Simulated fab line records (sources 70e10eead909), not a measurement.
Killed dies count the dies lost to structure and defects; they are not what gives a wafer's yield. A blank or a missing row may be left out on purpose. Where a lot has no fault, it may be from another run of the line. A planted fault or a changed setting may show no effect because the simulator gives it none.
fab line records | flow nandHarc
record: lots: 12 wafers: 36 lastDay: 33
route steps=1302 shown P_M1@300 P_M2@325 END@1302
lots that met no fault: taken from a fault-free run of the same line
startH: hours from the record's first day to the start of the lot's first wafer shown | waitH: how many hours have passed since the lot's step before this one | " repeats the value in the row above | L1.1+2: several wafers, shown together as one row | - either no value or no given start | * or withheld: withheld | < > ~ a bound
route shown NAME@n: names a module that has steps shown in the file, with the first one's number in the route | usual: average and standard deviation across the fault-free wafers | same: alike in all rows | chamber/n: place in a boat | sites: per-site readings | _std_site: standard deviation of those values | _edge_site: the outer-site mean with the inner-site mean subtracted | radiusMm: for every site, how far away it sits from the centre of the wafer | mask NAME#n: copy n | behind: the most recent tool/chamber to have shaped the wafer | hold: why the lot was held/for how many hours/how that ended | device: the transistor (n, p or np) that didn't switch | end of line: at the end of the route, the tests of the same wafers | where a step has no rows: the recipe by itself | killed: not the wafer's yield, but the dies lost to structure and defects at the first sort | map: a wafer's dies, marking killed ones x, the rest . and places with no die _
set.NAME: the run value of the setting; set.NAME@STEP: its run value at that earlier step | model.NAME: the simulator's own value behind a step, which no gauge read
the route's steps for a sample of lots (tables are steps, rows are wafers)
services: from which hour (startH, from the record's first day; less than 0 if before it) a tool's chamber was out of use, for how many hours, and why
== steps ==
step: NHARC_P_M1_ETCH_15
recipe: targetDepthA: 1825 timeS: 91.2 c4f8FlowSccm: withheld arFlowSccm: 400 rfW: 600 biasW: 300 chemistry: C4F8/Ar
usual: biasW: 300.0/0.85 chamberPressureMTorr: 25.004/0.023 oesProductAu: 0.959/0.02 rfVppV: 440.0/2.9
columns lot.wafer tool chamber startH waitH biasW chamberPressureMTorr oesProductAu rfHoursCounterH rfVppV
L885.2 rieDiel-05 1 - - 301.3 24.986 0.953 4 442.4
L885.3 " 2 " " 299.3 24.973 0.966 5 439.5
L885.6 " 0 " " 300.9 24.972 0.991 - 444.1
L886.4 rieDiel-02 0 - - 300.6 25.000 0.980 8 436.5
L886.5 " 2 " " 299.8 25.018 0.946 - 439.0
L886.6 " 3 " " 300.4 24.988 0.957 - 442.4
L888.2 rieDiel-05 3 - - 299.4 24.991 0.931 6 438.2
L888.4 " 0 " " 299.5 24.990 0.935 6 445.6
L888.5 " 1 " " 300.3 25.025 0.923 - 442.0
L889.1 rieDiel-02 0 - - 300.0 24.993 0.984 10 436.6
L889.3 " 3 " " 299.9 24.971 0.979 11 442.7
L889.6 " 1 " " 301.2 25.001 0.959 - 440.3
L891.2 rieDiel-05 2 - - 300.2 25.021 0.963 8 438.6
L891.1 " 0 " " 299.4 24.976 0.948 8 445.5
L891.4 " 1 " " 300.1 25.033 0.950 8 440.8
L892.2 rieDiel-05 0 - - 300.2 24.995 0.958 9 444.8
L892.4 " 1 " " 301.2 24.995 0.973 9 441.0
L892.3 " 2 " " 299.3 24.980 0.983 9 438.6
L893.3 rieDiel-12 0 - - 299.9 25.022 0.979 22 444.6
L893.1 " 3 " " 300.7 25.031 0.954 23 440.7
L893.5 " 1 " " 300.0 25.023 0.986 - 436.7
L894.3 rieDiel-05 0 - - 300.7 25.030 0.929 10 446.0
L894.5 " 0 " " 298.3 24.975 0.926 - 444.2
L894.6 " 1 " " 299.3 24.994 0.919 - 442.0
L896.4 rieDiel-02 3 - - 300.5 25.021 0.971 1 439.7
L896.2 " 0 " " 299.9 25.029 0.987 2 437.1
L896.5 " 2 " " 299.7 24.981 0.959 - 436.3
L898.1 rieDiel-05 3 - - 299.3 25.005 0.956 3 438.5
L898.6 " 3 " " 300.2 24.982 0.949 - 438.1
L898.5 " 2 " " 299.3 25.006 0.956 - 437.8
L905.1 rieDiel-02 3 - - 299.4 24.967 0.919 7 442.9
L905.3 " 0 " " 299.6 25.047 0.928 8 436.7
L905.2 " 1 " " 298.9 25.024 0.929 9 440.8
L908.3 rieDiel-05 3 - - 299.9 25.035 0.981 8 439.0
L908.1 " 0 " " 299.5 25.011 0.974 8 446.7
L908.4 " 1 " " 299.4 24.956 0.958 7 443.0
step: NHARC_P_M1_INSPECT_27
usual: rawDefectCount: 268/94
columns lot.wafer tool chamber startH waitH rawDefectCount
L885.2 defectInspect-02 - 126.28 0.0 180
L885.3 " - " " 223
L885.6 " - " " 205
L886.4 defectInspect-01 - 138.98 0.0 269
L886.5 " - " " 142
L886.6 " - " " 198
L888.2 defectInspect-02 - 160.07 0.0 220
L888.4 " - " " 197
L888.5 " - " " 258
L889.1 defectInspect-02 - 172.33 0.0 198
L889.3 " - " " 174
L889.6 " - " " 157
L891.1 defectInspect-02 - 192.43 0.0 288
L891.2 " - " " 295
L891.4 " - " " 472
L892.2 defectInspect-02 - 205.01 0.0 248
L892.3 " - " " 258
L892.4 " - " " 274
L893.1 defectInspect-02 - 212.81 0.0 192
L893.3 " - " " 289
L893.5 " - " " 306
L894.3 defectInspect-01 - 223.41 0.0 182
L894.5 " - " " 301
L894.6 " - " " 233
L896.2 defectInspect-02 - 240.96 0.0 304
L896.4 " - " " 321
L896.5 " - " " 358
L898.1 defectInspect-02 - 273.85 0.0 183
L898.5 " - " " 244
L898.6 " - " " 213
L905.1 defectInspect-02 - 326.77 0.0 530
L905.2 " - " " 564
L905.3 " - " " 392
L908.1 defectInspect-01 - 357.17 0.0 347
L908.3 " - " " 366
L908.4 " - " " 342
step: NHARC_P_M2_EXPOSE_06
recipe: na: 1.35 targetCdNm: 170 doseMj: 80.78 maskId: P_M2
usual: stageVelMmS: 499.96/0.26
columns lot.wafer tool chamber startH waitH mask stageVelMmS
L885.2 arfiScanner-03 0 127.54 - P_M2#0 499.54
L885.3 " 0 " " P_M2#0 499.57
L885.6 " 0 " " P_M2#0 499.54
L886.4 arfiScanner-01 0 140.26 - P_M2#0 499.69
L886.5 " 0 " " P_M2#0 500.07
L886.6 " 0 " " P_M2#0 499.86
L888.2 arfiScanner-01 0 161.19 - P_M2#0 499.68
L888.4 " 0 " " P_M2#0 500.02
L888.5 " 0 " " P_M2#0 499.89
L889.1 arfiScanner-03 0 173.58 - P_M2#0 500.04
L889.3 " 0 " " P_M2#0 499.52
L889.6 " 0 " " P_M2#0 500.21
L891.1 arfiScanner-03 0 193.67 - P_M2#0 499.46
L891.2 " 0 " " P_M2#0 500.04
L891.4 " 0 " " P_M2#0 499.47
L892.2 arfiScanner-02 0 206.44 - P_M2#0 499.69
L892.3 " 0 " " P_M2#0 500.35
L892.4 " 0 " " P_M2#0 500.09
L893.1 arfiScanner-03 0 219.14 - P_M2#0 500.18
L893.3 " 0 " " P_M2#0 499.77
L893.5 " 0 " " P_M2#0 500.13
L894.3 arfiScanner-01 0 224.66 - P_M2#0 500.23
L894.5 " 0 " " P_M2#0 500.34
L894.6 " 0 " " P_M2#0 499.95
L896.2 arfiScanner-02 0 242.22 - P_M2#0 500.32
L896.4 " 0 " " P_M2#0 500.28
L896.5 " 0 " " P_M2#0 500.15
L898.1 arfiScanner-03 0 275.00 - P_M2#0 500.10
L898.5 " 0 " " P_M2#0 500.39
L898.6 " 0 " " P_M2#0 500.22
L905.1 arfiScanner-02 0 328.04 - P_M2#0 500.06
L905.2 " 0 " " P_M2#0 500.48
L905.3 " 0 " " P_M2#0 500.17
L908.1 arfiScanner-01 0 358.42 - P_M2#0 499.93
L908.3 " 0 " " P_M2#0 500.09
L908.4 " 0 " " P_M2#0 500.00
step: NHARC_P_M2_OVL_MEAS_10
recipe: pitchNm: 340
usual: overlayXNm: 0.2/0.92 overlayYNm: -0.4/0.81
columns lot.wafer tool chamber startH waitH overlayXNm overlayYNm
L885.2 overlay-01 - 127.76 - -1.1 0.1
L885.3 " - " " -1.1 0.0
L885.6 " - " " -0.8 -0.3
L886.4 overlay-01 - 140.47 - -0.5 0.5
L886.5 " - " " -0.2 0.8
L886.6 " - " " -0.3 0.8
L888.2 overlay-01 - 161.42 - -0.1 0.4
L888.4 " - " " 0.2 1.1
L888.5 " - " " 0.4 0.5
L889.1 overlay-02 - 173.81 - 0.9 0.3
L889.3 " - " " 1.5 -0.1
L889.6 " - " " 0.9 0.1
L891.1 overlay-02 - 193.90 - -0.6 0.0
L891.2 " - " " -0.6 -0.1
L891.4 " - " " -1.0 -0.7
L892.2 overlay-01 - 206.67 - -1.7 -0.8
L892.3 " - " " -1.9 -1.2
L892.4 " - " " -1.6 -1.4
L893.1 overlay-01 - 219.38 - -0.7 0.2
L893.3 " - " " -1.0 0.2
L893.5 " - " " -0.8 0.0
L894.3 overlay-01 - 224.88 - 1.1 -0.6
L894.5 " - " " 1.7 0.1
L894.6 " - " " 0.8 -0.1
L896.2 overlay-01 - 242.44 - 0.9 -0.8
L896.4 " - " " 0.9 -0.9
L896.5 " - " " 1.1 -0.9
L898.1 overlay-02 - 275.23 - 45.5 0.7
L898.5 " - " " 45.7 1.0
L898.6 " - " " 45.5 0.4
L905.1 overlay-02 - 328.26 - -0.8 -2.4
L905.2 " - " " -0.4 -2.4
L905.3 " - " " -0.8 -1.6
L908.1 overlay-01 - 358.65 - 0.0 0.2
L908.3 " - " " 0.4 0.3
L908.4 " - " " 0.3 -0.2
step: NHARC_P_M2_INSPECT_11
usual: rawDefectCount: 5/3.1
columns lot.wafer tool chamber startH waitH rawDefectCount
L885.2 defectInspect-02 - 127.80 0.0 4
L885.3 " - " " 2
L885.6 " - " " 4
L886.4 defectInspect-02 - 140.51 0.0 6
L886.5 " - " " 2
L886.6 " - " " 3
L888.2 defectInspect-02 - 161.45 0.0 3
L888.4 " - " " 4
L888.5 " - " " 8
L889.1 defectInspect-01 - 173.85 0.0 11
L889.3 " - " " 14
L889.6 " - " " 16
L891.1 defectInspect-01 - 193.94 0.0 7
L891.2 " - " " 2
L891.4 " - " " 4
L892.2 defectInspect-01 - 206.71 0.0 6
L892.3 " - " " 4
L892.4 " - " " 7
L893.1 defectInspect-02 - 219.41 0.0 3
L893.3 " - " " 4
L893.5 " - " " 2
L894.3 defectInspect-02 - 224.92 0.0 3
L894.5 " - " " 3
L894.6 " - " " 5
L896.2 defectInspect-01 - 242.48 0.0 6
L896.4 " - " " 3
L896.5 " - " " 8
L898.1 defectInspect-02 - 275.27 0.0 5
L898.5 " - " " 4
L898.6 " - " " 5
L905.1 defectInspect-02 - 328.30 0.0 3
L905.2 " - " " 2
L905.3 " - " " 6
L908.1 defectInspect-01 - 358.68 0.0 12
L908.3 " - " " 5
L908.4 " - " " 0
step: NHARC_END_SORT_01
recipe: tempC: 25
usual: defectLimitedYield: 91.2/2.5 killedAtArray: 55/17 killedAtOther: 1.1/1.4 killedAtPeriphery: 3.9/3 killedDies: 59/17 killedOpen: 3.5/2 killedShort: 2.6/1.6
same: grossDies: 677
columns lot.wafer tool chamber startH waitH defectLimitedYield[%] killedAtArray killedAtOther killedAtPeriphery killedDies killedOpen killedShort
L885.2 prober-01 0 573.68 2.8 89.1 70 0 4 74 4 4
L885.3 prober-01 0 574.47 3.1 90.1 62 1 4 67 2 3
L885.6 prober-01 0 576.84 4.0 90.0 62 0 6 68 5 2
L886.4 prober-01 0 583.14 3.5 91.0 57 0 4 61 5 5
L886.5 prober-01 0 583.95 3.8 91.0 60 0 1 61 1 1
L886.6 prober-01 0 584.76 4.0 91.9 54 0 1 55 1 2
L888.2 prober-01 0 591.97 2.8 92.0 51 0 3 54 5 3
L888.4 prober-01 0 593.56 3.4 94.1 38 0 2 40 2 3
L888.5 prober-01 0 594.36 3.7 95.1 28 0 5 33 2 0
L898.1 prober-01 0 704.85 2.5 88.8 74 0 2 76 9 3
L898.5 prober-01 0 708.01 3.7 91.4 56 0 2 58 3 3
L898.6 prober-01 0 708.80 4.0 90.8 59 1 2 62 4 2
L908.1 prober-02 0 788.18 2.5 90.3 61 0 5 66 5 1
L908.3 prober-02 0 789.79 3.1 91.4 53 2 3 58 4 1
L908.4 prober-02 0 790.59 3.4 91.3 54 2 3 59 3 3
killed by level:class
L885.2 A_SLIT:chamberFilmFlake=26 A_CHANNEL_HOLE_D2:chamberFilmFlake=22 A_STAIRCASE:chamberFilmFlake=6 A_CONTACT:unspecified=6 A_CHANNEL_FILL_D1:geometricParticle:short=2 A_CHANNEL_FILL_D1:geometricParticle:open=2 P_M2:chamberFilmFlake=2 A_ONON_D1:geometricParticle:open=1
L885.3 A_SLIT:chamberFilmFlake=23 A_CHANNEL_HOLE_D2:chamberFilmFlake=22 A_STAIRCASE:chamberFilmFlake=5 A_CONTACT:chamberFilmFlake=3 A_BONDPAD:chamberFilmFlake=2 P_GATE:geometricParticle:open=1 A_ONON_D1:geometricParticle:short=1 A_ONON_D2:geometricParticle:short=1
L885.6 A_CHANNEL_HOLE_D2:chamberFilmFlake=25 A_SLIT:chamberFilmFlake=21 A_CONTACT:chamberFilmFlake=3 A_BONDPAD:chamberFilmFlake=3 P_ZERO_WELL:chamberFilmFlake=2 P_M2:chamberFilmFlake=2 A_STAIRCASE:chamberFilmFlake=2 A_CONTACT:unspecified=2
L886.4 A_CHANNEL_HOLE_D2:chamberFilmFlake=24 A_CHANNEL_HOLE_D1:chamberFilmFlake=17 A_STAIRCASE:chamberFilmFlake=3 A_ONON_D2:geometricParticle:short=2 P_GATE:chamberFilmFlake=2 A_CONTACT:chamberFilmFlake=2 A_CHANNEL_FILL_D1:geometricParticle:open=1 A_CHANNEL_FILL_D1:geometricParticle:short=1
L886.5 A_CHANNEL_HOLE_D1:chamberFilmFlake=24 A_CHANNEL_HOLE_D2:chamberFilmFlake=20 A_STAIRCASE:chamberFilmFlake=5 A_DECK1_JOINT:chamberFilmFlake=3 A_ZERO_WELL:chamberFilmFlake=2 A_CHANNEL_FILL_D1:chamberFilmFlake=2 A_CONTACT:chamberFilmFlake=2 A_WL_FILL:geometricParticle:short=1
L886.6 A_CHANNEL_HOLE_D2:chamberFilmFlake=29 A_CHANNEL_HOLE_D1:chamberFilmFlake=15 A_CONTACT:chamberFilmFlake=4 A_ONON_D1:geometricParticle:short=1 A_ONON_D2:geometricParticle:short=1 A_M0:geometricParticle:open=1 P_M2:chamberFilmFlake=1 A_ZERO_WELL:chamberFilmFlake=1
L888.2 A_CHANNEL_HOLE_D1:chamberFilmFlake=27 A_CHANNEL_HOLE_D2:chamberFilmFlake=5 A_BONDPAD:chamberFilmFlake=5 A_STAIRCASE:chamberFilmFlake=4 A_ONON_D1:geometricParticle:short=2 A_M0:geometricParticle:open=2 A_CONTACT:chamberFilmFlake=2 P_M0:geometricParticle:open=1
L888.4 A_CHANNEL_HOLE_D1:chamberFilmFlake=18 A_STAIRCASE:chamberFilmFlake=6 A_CHANNEL_HOLE_D2:chamberFilmFlake=5 A_CHANNEL_FILL_D1:geometricParticle:open=2 A_BONDPAD:chamberFilmFlake=2 A_ONON_D1:geometricParticle:short=1 A_CHANNEL_FILL_D1:geometricParticle:short=1 A_SLIT:geometricParticle:short=1
L888.5 A_CHANNEL_HOLE_D1:chamberFilmFlake=15 P_GATE:chamberFilmFlake=4 A_STAIRCASE:chamberFilmFlake=4 A_CHANNEL_HOLE_D2:chamberFilmFlake=3 A_CONTACT:chamberFilmFlake=2 A_CHANNEL_FILL_D1:geometricParticle:open=1 A_M0:geometricParticle:open=1 P_STI:chamberFilmFlake=1
L898.1 A_SLIT:chamberFilmFlake=36 A_CHANNEL_HOLE_D2:chamberFilmFlake=14 A_CHANNEL_HOLE_D1:chamberFilmFlake=11 A_CHANNEL_FILL_D1:geometricParticle:open=2 A_ONON_D2:geometricParticle:open=2 P_CONTACT:geometricParticle:open=1 P_M1:geometricParticle:open=1 A_SOURCE_PLATE:geometricParticle:short=1
L898.5 A_SLIT:chamberFilmFlake=28 A_CHANNEL_HOLE_D2:chamberFilmFlake=12 A_CHANNEL_HOLE_D1:chamberFilmFlake=5 A_CONTACT:chamberFilmFlake=3 A_STAIRCASE:chamberFilmFlake=2 P_M0:geometricParticle:short=1 A_DECK1_JOINT:geometricParticle:open=1 A_ONON_D2:geometricParticle:open=1
L898.6 A_SLIT:chamberFilmFlake=27 A_CHANNEL_HOLE_D2:chamberFilmFlake=16 A_CHANNEL_HOLE_D1:chamberFilmFlake=8 A_CONTACT:chamberFilmFlake=2 P_M2:geometricParticle:open=1 A_SOURCE_PLATE:geometricParticle:open=1 A_DECK1_JOINT:geometricParticle:short=1 A_CONTACT:geometricParticle:open=1
L908.1 A_SLIT:chamberFilmFlake=33 A_CONTACT:chamberFilmFlake=12 A_CHANNEL_HOLE_D1:chamberFilmFlake=4 A_CHANNEL_FILL_D2:chamberFilmFlake=4 A_ONON_D1:geometricParticle:open=2 A_BLC:geometricParticle:open=2 P_GATE:chamberFilmFlake=2 P_M2:chamberFilmFlake=2
L908.3 A_SLIT:chamberFilmFlake=30 A_CONTACT:chamberFilmFlake=11 A_CHANNEL_FILL_D2:chamberFilmFlake=4 A_ONON_D1:geometricParticle:open=2 P_GATE:chamberFilmFlake=2 A_CHANNEL_HOLE_D1:geometricParticle:open=1 A_CHANNEL_FILL_D1:geometricParticle:open=1 P_M2:chamberFilmFlake=1
L908.4 A_SLIT:chamberFilmFlake=33 A_CONTACT:chamberFilmFlake=8 A_CHANNEL_HOLE_D1:chamberFilmFlake=5 A_CHANNEL_FILL_D2:geometricParticle:open=2 A_WL_FILL:chamberFilmFlake=2 THIN_TSV:chamberFilmFlake=2 P_M1:geometricParticle:open=1 A_ONON_D1:geometricParticle:short=1
== services ==
columns tool chamber startH hours kind
rieDiel-05 0 110.60 - clean
rieDiel-12 - 113.99 11.1 repair
rieDiel-12 - 138.53 9.9 repair
arfiScanner-02 - 140.00 4.0 pm
arfiScanner-02 - 157.57 0.6 repair
rieDiel-02 1 160.45 8.5 repair
rieDiel-02 3 189.58 1.3 repair
arfiScanner-03 - 196.00 4.0 pm
arfiScanner-03 - 214.03 5.1 repair
rieDiel-02 0 215.62 2.2 repair
rieDiel-02 - 216.70 9.0 pm
rieDiel-12 3 224.85 15.8 repair
rieDiel-02 3 228.93 2.7 repair
rieDiel-05 - 229.60 9.0 pm
arfiScanner-01 - 238.59 8.2 repair
arfiScanner-03 - 247.66 2.6 repair
arfiScanner-01 - 252.02 4.0 pm
arfiScanner-02 - 269.70 4.1 repair
rieDiel-12 - 272.15 9.0 pm
arfiScanner-01 - 283.74 1.5 repair
arfiScanner-02 - 304.05 6.9 repair
rieDiel-05 1 309.76 6.2 repair
arfiScanner-02 - 312.00 4.0 pm
rieDiel-02 0 332.42 4.0 repair
== key ==
firstSign: step: NHARC_P_M2_OVL_MEAS_10 reading: overlayXNm direction: up sigmas: 49 usual: 0.2 struck: 45.6
effect none on later readings
metAt NHARC_P_M2_EXPOSE_06
struckLots L898
notActingAt NHARC_P_M1_ETCH_15,NHARC_P_M1_INSPECT_27,NHARC_P_M2_INSPECT_11
onsetBetween 219.14 275.00
fault: kind: scannerMatchingOverlay tool: arfiScanner-03 chamber: - onsetH: 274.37 steps: NHARC_P_M2_EXPOSE_06 offset: 45.214
